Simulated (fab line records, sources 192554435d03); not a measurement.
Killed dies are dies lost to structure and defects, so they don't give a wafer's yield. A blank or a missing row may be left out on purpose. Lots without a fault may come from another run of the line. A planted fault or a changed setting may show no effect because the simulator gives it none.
A struck lot beside a sound one | flow n5_finfet | 16 steps out of a route of 1938
Sound: wafers L705.1, L705.4, L705.6. Struck: wafer L719.3. (L719.2, L719.4 of the same lot were not struck and are left out.) The cause comes at the end.
At each step with rows: each side's tool, then ch and its chambers, then its first start. Under that, the readings that differ: sound wafers | struck wafers | difference of the means | sigmas: that difference in standard deviations of wafers without a fault.
alike: readings whose means differ by less than 2 such deviations, and words and numbers that are the same on both sides. not compared: withheld readings, readings that some wafer has no value for, bounds like >300 that may hide the same value, and numbers for which the record gives no deviation and whose values overlap.
The two part at a step that has a row with sigmas, a row that says differs or no value, or rows on one side only. Numbers that don't overlap but have no deviation are shown without sigmas and don't part them. A reading that every wafer of one side lacks parts them only if that side has two wafers or more.

first, 3 steps without rows for these wafers: N5_FIN_SAQP_PRECLEAN_00 (cleans in SC1, time 60 s); N5_FIN_SAQP_PRECLEAN_44 (cleans in SC2, time 45 s); N5_FIN_SAQP_SRD_01 (time 30 s).
N5_FIN_SAQP_ALD_61: deposits SiO2, target thk 4 nm, pulse time 1 s, purge time 2 s.
  sound on ald_sin-03 ch 0,1,2, day 1 22:50; struck on ald_sin-01 ch 1, day 5 10:44
  reading            | sound       | struck | difference | sigmas
  heater_power_w (W) | 504 531 515 | 397    | -120       | -2
  alike: precursor_pulse_height_rel
N5_FIN_SAQP_DENSIFY_62: time 60 s.
  sound on rtp_anneal-01 ch 0, day 1 23:02; struck on rtp_anneal-01 ch 0, day 5 10:58
  reading             | sound             | struck | difference | sigmas
  lamp_zone_4_pct (%) | 9.809 9.837 9.835 | 9.851  | +0.024     | +2
  alike: lamp_power_pct, lamp_zone_5_pct, wafer_temp_C_max
N5_FIN_SAQP_HM_DEP_03: deposits SiNx from SiH4/NH3/N2, target thk 38 nm, time 33.6 s.
  sound on pecvd-04 ch 1, day 1 23:15; struck on pecvd-04 ch 1, day 5 11:09
  alike: heater_power_w, showerhead_plenum_p_Torr, throttle_valve_pct
N5_FIN_SAQP_THK_MEAS_05:
  sound on film_metro-01, day 1 23:22; struck on film_metro-01, day 5 11:14
  alike: thk_nm
then, 1 step without rows for these wafers: N5_FIN_SAQP_PECVD_47 (deposits a-Si from SiH4/He, target thk 45 nm, time 36.3 s).
N5_FIN_SAQP_PECVD_48: deposits SiNx from SiH4/NH3/N2, target thk 25 nm, time 22.1 s.
  sound on pecvd-02 ch 0,1, day 1 23:28; struck on pecvd-04 ch 2, day 5 11:19
  alike: heater_power_w, showerhead_plenum_p_Torr, throttle_valve_pct
N5_FIN_SAQP_PECVD_06: deposits a-Si from SiH4/He, target thk 60 nm, time 48.1 s.
  sound on pecvd-02 ch 0,1, day 1 23:32; struck on pecvd-04 ch 2, day 5 11:22
  alike: heater_power_w, showerhead_plenum_p_Torr, throttle_valve_pct
N5_FIN_SAQP_THK_MEAS_07:
  sound on film_metro-02, day 1 23:38; struck on film_metro-02, day 5 11:27
  alike: thk_nm
then, 1 step without rows for these wafers: N5_FIN_SAQP_HM_DEP_72 (deposits SiO2 from SiH4/N2O, target thk 12 nm, time 7.2 s).
N5_FIN_SAQP_COAT_49: time 60 s, resist thk 100 nm.
  sound on litho_track-01 ch 0, day 1 23:47; struck on litho_track-04 ch 0, day 5 11:34
  reading                | sound             | struck | difference | sigmas
  resist_line_temp_C (C) | 22.91 22.86 22.87 | 23.25  | +0.37      | +4
  run_length_s (s)       | 66.13 66.12 66.20 | 77.74  | +11.59     | +64
then, 1 step without rows for these wafers: N5_FIN_SAQP_COAT_50 (time 60 s, resist thk 35 nm).
-- the record jumps here: 6 days lie between the struck wafers' starts before and after (it left off in module FIN_SAQP and takes up again in module BEOL_M4, whose first step shown is number 1111 of the route) --
N5_BEOL_M4_RC_MEAS_101:
  sound on prober-01 ch 0, day 7 21:38; struck on prober-02 ch 0, day 11 15:04
  alike: DIBL_N, DIBL_P, IOFF_N, IOFF_P, ION_N, ION_P, SS_N, SS_P, VT_N, VT_P
N5_PASSIVATION_PROBE_49:
  the record has rows for the sound wafers here (prober-01, day 12 09:29) and none for the struck ones

WHERE THEY PART
First at N5_FIN_SAQP_ALD_61; last, within this record, at N5_PASSIVATION_PROBE_49.

WHY: what the simulator had put in
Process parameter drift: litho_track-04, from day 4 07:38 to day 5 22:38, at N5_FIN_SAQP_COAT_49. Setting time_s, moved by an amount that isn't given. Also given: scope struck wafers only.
